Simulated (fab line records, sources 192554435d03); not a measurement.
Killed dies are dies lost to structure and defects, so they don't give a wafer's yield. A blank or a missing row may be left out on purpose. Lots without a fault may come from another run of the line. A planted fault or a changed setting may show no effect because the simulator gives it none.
Split-lot experiment | flow n5_finfet | 7 lots, 21 wafers read, on a route of 1938 steps

THE SPLIT
At N5_SD_EPI_N_PEB_07 (peb time 60 s), the setting peb_time_s was moved away from the recipe's 60 s on 4 of the 21 wafers read, by -21.7% to +6.3%. The other wafers ran this setting at the recipe's value.

FROM THE SPLIT TO THE READING: what the file shows between them, 1 step
- N5_SD_EPI_N_DEVELOP_08: develop time 30 s (also split here: develop_time_s)

THE READING
cd_nm, in nm, at N5_SD_EPI_N_CD_MEAS_09 (target cd 120 nm). Fault-free wafers of this fab line usually give 120.0 nm, standard deviation 0.67 nm.

wafer  | tool, chamber at the split | peb_time_s as run, s | against the recipe | cd_nm, nm | against lot-mates on the recipe
L074.1 | litho_track-01, 0          | 60                   | recipe             | 119.9     | -
L074.3 | litho_track-01, 0          | 60                   | recipe             | 118.0     | -
L074.5 | litho_track-01, 0          | 60                   | recipe             | 119.7     | -
L075.3 | litho_track-01, 0          | 60                   | recipe             | 119.6     | -
L075.4 | litho_track-01, 0          | 60                   | recipe             | 119.5     | -
L075.5 | litho_track-01, 0          | 60                   | recipe             | 118.8     | -
L082.2 | litho_track-01, 0          | 60                   | recipe             | 120.3     | -
L082.3 | litho_track-01, 0          | 60                   | recipe             | 119.8     | -
L082.4 | litho_track-01, 0          | 60                   | recipe             | 120.5     | -
L087.1 | litho_track-03, 0          | 47.01                | -21.7%             | 111.7     | -8.8
L087.4 | litho_track-03, 0          | 47.01                | -21.7%             | 110.6     | -9.9
L087.5 | litho_track-03, 0          | 60                   | recipe             | 120.5     | -
L090.2 | litho_track-02, 0          | 60                   | recipe             | 120.1     | -
L090.3 | litho_track-02, 0          | 60                   | recipe             | 119.8     | -
L090.4 | litho_track-02, 0          | 63.76                | +6.3%              | 121.9     | +2.0
L094.3 | litho_track-01, 0          | 60                   | recipe             | 120.5     | -
L094.4 | litho_track-01, 0          | 60                   | recipe             | 121.2     | -
L094.5 | litho_track-01, 0          | 60                   | recipe             | 120.1     | -
L097.1 | litho_track-01, 0          | 60                   | recipe             | 119.9     | -
L097.2 | litho_track-01, 0          | 49.82                | -17.0%             | 113.1     | -7.2
L097.4 | litho_track-01, 0          | 60                   | recipe             | 120.8     | -

THE FIT
A straight line over all 21 wafers: cd_nm changes by +0.401 nm for each +1% of peb_time_s; r = +0.97; the points scatter about the line by 0.72 nm.
The same after taking each lot's own level away (the mean of its wafers on the recipe; 21 wafers): +0.425 nm for each +1%; r = +0.99; scatter 0.51 nm.
On that fit, the largest move of peb_time_s shifts the reading by 9.2 nm.
The lots' own levels span 119.20 to 120.60 nm, that is 2.1 times the standard deviation above.
So the lot-to-lot level changes the slope little: the two slopes agree.
Check: with one of the wafers moved furthest among these (-21.7%) left out of the fit, the line predicts -9.52 nm for it against its lot-mates. It came out at -8.8 nm against them.

OTHER SPLITS ON THESE WAFERS
These wafers also went through other splits before the reading. Each is held against what the fit with the lots' levels taken away leaves over:
other split on the same wafers           | wafers away from the commonest value | r with cd_nm (lot level and that fit taken away)
N5_WELL_APT_COAT_02 spin_rpm             | 9                                    | -0.04
N5_PMOS_HMC_CHANNEL_EPI_COAT_31 spin_rpm | 7                                    | -0.11
N5_PMOS_HMC_CHANNEL_EPI_DESCUM_14 time_s | 9                                    | -0.08
N5_FIN_CUT_EXPOSE_05 dose_mj             | 8                                    | -0.19
N5_SD_EPI_N_DEVELOP_08 develop_time_s    | 5                                    | +0.51

THE WHOLE CHAIN: every reading that the file lists as answering this split, in the file's order
step                    | what it does                                                | reading                                                         | change (the file's fit)               | r (the file's)
N5_SD_EPI_N_CD_MEAS_09  | target cd 120 nm                                            | cd_nm                                                           | +0.425 nm for each +1% of the setting | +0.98
N5_SD_EPI_N_DESCUM_14   | chemistry O2, time 7.9 s                                    | SD_EPI_N.cd_nm (the simulator's own value, which no gauge read) | +0.396 nm for each +1% of the setting | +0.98
N5_SD_EPI_N_ETCH_35     | etches SOC in N2/H2, overetch 108 nm, time 486 s            | SD_EPI_N.cd_nm (the simulator's own value, which no gauge read) | +0.367 nm for each +1% of the setting | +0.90
N5_SD_EPI_N_ETCHBACK_44 | etches SiNx in CH3F/O2, stops on SiO2, target depth 14.5 nm | SD_EPI_N.cd_nm (the simulator's own value, which no gauge read) | +0.365 nm for each +1% of the setting | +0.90

THE FILE'S OWN FIT
cd_nm changes by +0.425 nm for each +1% of peb_time_s, r = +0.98.
